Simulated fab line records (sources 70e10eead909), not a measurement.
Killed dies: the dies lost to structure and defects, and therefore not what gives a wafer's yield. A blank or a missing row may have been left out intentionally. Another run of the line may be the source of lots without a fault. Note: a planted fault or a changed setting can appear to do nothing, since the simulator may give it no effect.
A struck lot beside a sound one ; flow nandHarc ; 39 out of 1302 route steps
Sound: the wafers L212.1, L212.4, L212.6. The struck wafers were L214.1, L214.4, L214.6. The cause is given at the end.
At each step with rows: each side's tool, then ch and its chambers, then its first start. Under that, the readings that differ: sound wafers ; struck wafers ; difference of the means ; sigmas: that difference in standard deviations of wafers without a fault.
alike: a reading whose means differ by less than 2 such deviations, as well as words and numbers matching on both sides. not compared: withheld readings; readings where some wafer has no value; bounds like >300 that might hide an equal value; numbers whose values overlap and for which the record gives no deviation.
The two part at a step that has a row with sigmas, a row that says differs or no value, or rows on one side only. Numbers that don't overlap but have no deviation are shown without sigmas and don't part them. A reading missing from all wafers of one side parts the sides only when that side holds two or more wafers.

first, 1 step without rows for these wafers: NHARC_A_CONTACT_ETCH_76 (etches the open film in N2/H2, target depth 260 nm, time 475.3 s).
NHARC_A_CONTACT_ETCH_77: etches the open film in CF4/CHF3, target depth 108.9 nm, time 54.5 s.
  sound: rieDiel-03 ch 0,1,3; struck: rieDiel-05 ch 0,1,2
  alike: cf4FlowSccm, drypumpMotorCurrentA, oesProductAu, rfVppV, showerheadPlenumPTorr, throttleValvePct
  not compared: rfHoursCounterH
then, 4 steps without rows for these wafers: NHARC_A_CONTACT_ETCH_78 (etches the open film in O2/COS, target depth 5300 nm, time 1378 s); NHARC_A_CONTACT_ETCH_124 (etches the open film in C4F8/O2/Ar, time 140 s, target depth 700 nm); NHARC_A_CONTACT_ETCH_125 (etches the open film in C4F8/O2/Ar, time 197 s, target depth 1918 nm); NHARC_A_CONTACT_ETCH_126 (etches the open film in C4F8/O2/Ar, time 197 s, target depth 1918 nm).
NHARC_A_CONTACT_ETCH_127: etches the open film in C4F8/O2/Ar, time 197 s, target depth 1918 nm.
  sound on harCapEtch-01 ch 0,1, day 26 00:37; struck on harCapEtch-01 ch 0,1, day 27 01:54
  not compared: rfHoursCounterH
then, 4 steps without rows for these wafers: NHARC_A_CONTACT_ETCH_128 (etches the open film in C4F8/O2/Ar, time 197 s, target depth 1918 nm); NHARC_A_CONTACT_ETCH_129 (etches the open film in C4F8/O2/Ar, time 197 s, target depth 1918 nm); NHARC_A_CONTACT_ETCH_130 (etches the open film in C4F8/O2/Ar, time 197 s, target depth 1918 nm); NHARC_A_CONTACT_ETCH_131 (etches the open film in C4F8/O2/Ar, time 197 s, target depth 1918 nm).
NHARC_A_CONTACT_ETCH_132: etches the open film in C4F8/O2/Ar, time 197 s, target depth 1924 nm.
  sound on harCapEtch-01 ch 0,1, day 26 01:30; struck on harCapEtch-01 ch 0,1, day 27 02:47
  not compared: rfHoursCounterH
NHARC_A_CONTACT_ETCH_133: etches the open film in C4F8/O2/Ar, time 374 s, target depth 1610 nm.
  sound on harCapEtch-01 ch 0,1, day 26 01:43; struck on harCapEtch-01 ch 0,1, day 27 03:00
  not compared: rfHoursCounterH
then, 2 steps without rows for these wafers: NHARC_A_CONTACT_ETCH_91 (etches the open film in CH3F/O2, target depth 40 nm, time 85.7 s); NHARC_A_CONTACT_ETCH_97 (etches the open film in C4F6/O2, target depth 20 nm, time 10 s).
NHARC_A_CONTACT_CD_MEAS_80:
  sound on cdSem-02 at day 26 02:39; struck on cdSem-03 at day 27 03:58
  alike: cdNm
then, 3 steps without rows for these wafers: NHARC_A_CONTACT_STRIP_103 (strips in N2/H2); NHARC_A_CONTACT_STRIP_104 (strips in CF4/CHF3); NHARC_A_CONTACT_STRIP_105 (strips in O2/COS).
NHARC_A_CONTACT_ETCH_106: etches the open film in CF4/O2, target depth 90 nm, overetch 9 nm, time 49.5 s.
  sound on rieDiel-05 ch 1,2, day 26 03:09; struck on rieDiel-05 ch 0,1,3, day 27 04:16
  alike: cf4FlowSccm, drypumpMotorCurrentA, oes_f_703_au, oesProductAu, rfVppV, showerheadPlenumPTorr, throttleValvePct
  not compared: rfHoursCounterH
then, 14 steps without rows for these wafers: NHARC_A_CONTACT_STRIP_82 (strips in O2); NHARC_A_CONTACT_STRIP_83 (strips in post etch residue remover, time 600 s); NHARC_A_CONTACT_DEP_84 (deposits aC, target thk 2800 nm); NHARC_A_CONTACT_DEP_85 (deposits SiON, target thk 60 nm); NHARC_A_CONTACT_DEHYDRATE_00 (time 120 s); NHARC_A_CONTACT_HMDS_01 (time 30 s); NHARC_A_CONTACT_COAT_86 (time 75 s); NHARC_A_CONTACT_COAT_87 (time 65 s); NHARC_A_CONTACT_COAT_02 (resist thk 90 nm); NHARC_A_CONTACT_SOFTBAKE_03 (time 55 s); NHARC_A_CONTACT_EBR_04; NHARC_A_CONTACT_EXPOSE_05 (exposes mask A CC); NHARC_A_CONTACT_PEB_06 (peb time 65 s); NHARC_A_CONTACT_DEVELOP_07 (develop time 35 s).
NHARC_A_CONTACT_CD_MEAS_08: target cd 200 nm.
  sound on cdSem-01 ch 0, day 26 06:10; struck on cdSem-03 ch 0, day 27 10:40
  alike: cdNm
NHARC_A_CONTACT_OVL_MEAS_09:
  sound on overlay-01 at day 26 06:15; struck on overlay-01 at day 27 10:46
  alike: overlayXNm, overlayYNm
NHARC_A_CONTACT_DESCUM_13: chemistry O2, time 3 s.
  sound on rieDiel-03 ch 0,2,3, day 26 06:46; struck on rieDiel-10 ch 0,1,3, day 27 19:20
reading;sound;struck;difference;sigmas
hold;- - -;awaitDispo/8.3h/release awaitDispo/8.3h/release awaitDispo/8.3h/release;no value on the sound wafers;
  alike: drypumpMotorCurrentA, oesProductAu, rfVppV, showerheadPlenumPTorr, throttleValvePct
  not compared: rfHoursCounterH
NHARC_A_CONTACT_ETCH_88: etches the open film in CF4, target depth 39 nm, time 65 s.
  sound on rieDiel-03 ch 1,3, day 26 06:51; struck on rieDiel-10 ch 0,1,2, day 27 19:26
  alike: cf4FlowSccm, drypumpMotorCurrentA, oesProductAu, rfVppV, showerheadPlenumPTorr, throttleValvePct
  not compared: rfHoursCounterH
-- the record jumps here: 3 days lie between the struck wafers' starts before and after (it left off in module A_CONTACT and takes up again in module END, whose first step shown is number 1302 of the route) --
NHARC_END_SORT_01:
  here the record holds rows for the struck wafers (prober-01 ch 0, day 30 16:29) but none for the sound ones

== WHERE THEY PART ==
At NHARC_A_CONTACT_DESCUM_13 first; at NHARC_END_SORT_01 last (within this record only).

WHY: whatever the simulator had introduced
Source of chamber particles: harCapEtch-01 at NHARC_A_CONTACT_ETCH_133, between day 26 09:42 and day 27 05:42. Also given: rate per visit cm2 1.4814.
